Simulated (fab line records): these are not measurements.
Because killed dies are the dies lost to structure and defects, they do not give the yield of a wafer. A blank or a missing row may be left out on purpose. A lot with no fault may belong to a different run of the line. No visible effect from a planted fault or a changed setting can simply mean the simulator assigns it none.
Split-lot experiment / flow n5-finfet / 7 lots, 21 wafers read, on a route of 1938 steps

## SPLIT DETAILS
At N5_BEOL_M6_EXPOSE_25 (exposes mask V5, target cd 40 nm), the setting dose-mj was moved away from the recipe's 45 on 6 of the 21 wafers read, by -5.2% to +7.5%. All remaining wafers had this setting at the recipe value.

## FROM THE SPLIT TO THE READING: what the file shows between them, 2 steps
- N5_BEOL_M6_PEB_26: peb time 60 s
- N5_BEOL_M6_DEVELOP_27: develop time 30 s

## THE READING
At N5_BEOL_M6_CD_MEAS_28: cd-nm in nanometres, against a target cd of 40 nm. A value of 39.96 nm with a standard deviation of 0.24 nm is what fault-free wafers of this fab line usually give.

wafer=L076.2; tool, chamber at the split=euv-scanner-02, 0; dose-mj as run=42.75; against the recipe=-5.0%; cd-nm, nm=39.25; against lot-mates on the recipe=-0.80
wafer=L076.4; tool, chamber at the split=euv-scanner-02, 0; dose-mj as run=45; against the recipe=recipe; cd-nm, nm=40.15; against lot-mates on the recipe=-
wafer=L076.5; tool, chamber at the split=euv-scanner-02, 0; dose-mj as run=45; against the recipe=recipe; cd-nm, nm=39.95; against lot-mates on the recipe=-
wafer=L078.4; tool, chamber at the split=euv-scanner-02, 0; dose-mj as run=42.76; against the recipe=-5.0%; cd-nm, nm=38.94; against lot-mates on the recipe=-1.30
wafer=L078.5; tool, chamber at the split=euv-scanner-02, 0; dose-mj as run=42.76; against the recipe=-5.0%; cd-nm, nm=39.01; against lot-mates on the recipe=-1.23
wafer=L078.6; tool, chamber at the split=euv-scanner-02, 0; dose-mj as run=45; against the recipe=recipe; cd-nm, nm=40.24; against lot-mates on the recipe=-
wafer=L080.2; tool, chamber at the split=euv-scanner-01, 0; dose-mj as run=45; against the recipe=recipe; cd-nm, nm=39.58; against lot-mates on the recipe=-
wafer=L080.3; tool, chamber at the split=euv-scanner-01, 0; dose-mj as run=45; against the recipe=recipe; cd-nm, nm=39.78; against lot-mates on the recipe=-
wafer=L080.4; tool, chamber at the split=euv-scanner-01, 0; dose-mj as run=45; against the recipe=recipe; cd-nm, nm=40.00; against lot-mates on the recipe=-
wafer=L088.1; tool, chamber at the split=euv-scanner-01, 0; dose-mj as run=45; against the recipe=recipe; cd-nm, nm=39.94; against lot-mates on the recipe=-
wafer=L088.2; tool, chamber at the split=euv-scanner-01, 0; dose-mj as run=45; against the recipe=recipe; cd-nm, nm=39.75; against lot-mates on the recipe=-
wafer=L088.4; tool, chamber at the split=euv-scanner-01, 0; dose-mj as run=48.36; against the recipe=+7.5%; cd-nm, nm=41.22; against lot-mates on the recipe=+1.38
wafer=L087.1; tool, chamber at the split=euv-scanner-02, 0; dose-mj as run=45; against the recipe=recipe; cd-nm, nm=39.95; against lot-mates on the recipe=-
wafer=L087.2; tool, chamber at the split=euv-scanner-02, 0; dose-mj as run=45; against the recipe=recipe; cd-nm, nm=39.74; against lot-mates on the recipe=-
wafer=L087.5; tool, chamber at the split=euv-scanner-02, 0; dose-mj as run=42.65; against the recipe=-5.2%; cd-nm, nm=38.42; against lot-mates on the recipe=-1.42
wafer=L089.1; tool, chamber at the split=euv-scanner-02, 0; dose-mj as run=45; against the recipe=recipe; cd-nm, nm=39.98; against lot-mates on the recipe=-
wafer=L089.3; tool, chamber at the split=euv-scanner-02, 0; dose-mj as run=45; against the recipe=recipe; cd-nm, nm=40.03; against lot-mates on the recipe=-
wafer=L089.4; tool, chamber at the split=euv-scanner-02, 0; dose-mj as run=45; against the recipe=recipe; cd-nm, nm=39.83; against lot-mates on the recipe=-
wafer=L097.1; tool, chamber at the split=euv-scanner-01, 0; dose-mj as run=45; against the recipe=recipe; cd-nm, nm=40.44; against lot-mates on the recipe=-
wafer=L097.3; tool, chamber at the split=euv-scanner-01, 0; dose-mj as run=45; against the recipe=recipe; cd-nm, nm=40.38; against lot-mates on the recipe=-
wafer=L097.5; tool, chamber at the split=euv-scanner-01, 0; dose-mj as run=47.25; against the recipe=+5.0%; cd-nm, nm=41.04; against lot-mates on the recipe=+0.63

THE FIT
A straight line over all 21 wafers: cd-nm changes by +0.198 nm for each +1% of dose-mj; r = +0.92; the points scatter about the line by 0.25 nm.
The same after taking each lot's own level away (the mean of its wafers on the recipe; 21 wafers): +0.203 nm for each +1%; r = +0.96; scatter 0.18 nm.
On that fit, the largest move of dose-mj shifts the reading by 1.5 nm.
From 39.787 to 40.410 nm: that is the span of the lots' own levels, equal to 2.6 times the standard deviation above.
Consequently the slope shifts little with the lot-to-lot level, the two slopes agreeing.
Check: +1.51 nm against its lot-mates is what the line predicts for one of the wafers moved furthest among these (+7.5%) when that wafer is left out of the fit. It came out at +1.38 nm against them.

## THE OTHER SPLITS THESE WAFERS WENT THROUGH
Other splits were also applied to these wafers ahead of the reading. Each is held against what the fit with the lots' levels taken away leaves over:
other split on the same wafers=N5_BEOL_M4_EXPOSE_08 dose-mj; wafers away from the commonest value=7; r with cd-nm (lot level and that fit taken away)=+0.29
other split on the same wafers=N5_BEOL_M5_VIA_ETCH_34 bias-w; wafers away from the commonest value=7; r with cd-nm (lot level and that fit taken away)=+0.13
other split on the same wafers=N5_BEOL_M5_TRENCH_ETCH_37 time-s; wafers away from the commonest value=9; r with cd-nm (lot level and that fit taken away)=+0.05

## THE WHOLE CHAIN: every reading that the file lists as answering this split, in the file's order
step=N5_BEOL_M6_CD_MEAS_28; what it does=target cd 40 nm; reading=cd-nm; change (the file's fit)=+0.197 nm for each +1% of the setting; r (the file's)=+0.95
step=N5_BEOL_M6_DESCUM_33; what it does=chemistry O2, time 7 s; reading=BEOL_M6.cd-nm (the simulator's own value, which no gauge read); change (the file's fit)=+0.222 nm for each +1% of the setting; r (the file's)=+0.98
step=N5_BEOL_M6_ETCH_72; what it does=etches underlayer in N2/H2, target depth 6.5 nm, time 5.2 s; reading=BEOL_M6.cd-nm (the simulator's own value, which no gauge read); change (the file's fit)=+0.225 nm for each +1% of the setting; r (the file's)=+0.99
step=N5_BEOL_M6_ETCH_66; what it does=etches SOC in N2/H2, target depth 80 nm, overetch 16 nm, time 120 s; reading=BEOL_M6.cd-nm (the simulator's own value, which no gauge read); change (the file's fit)=+0.241 nm for each +1% of the setting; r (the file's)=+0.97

## THE FILE'S OWN FIT
cd-nm changes by +0.197 nm for each +1% of dose-mj, r = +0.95.
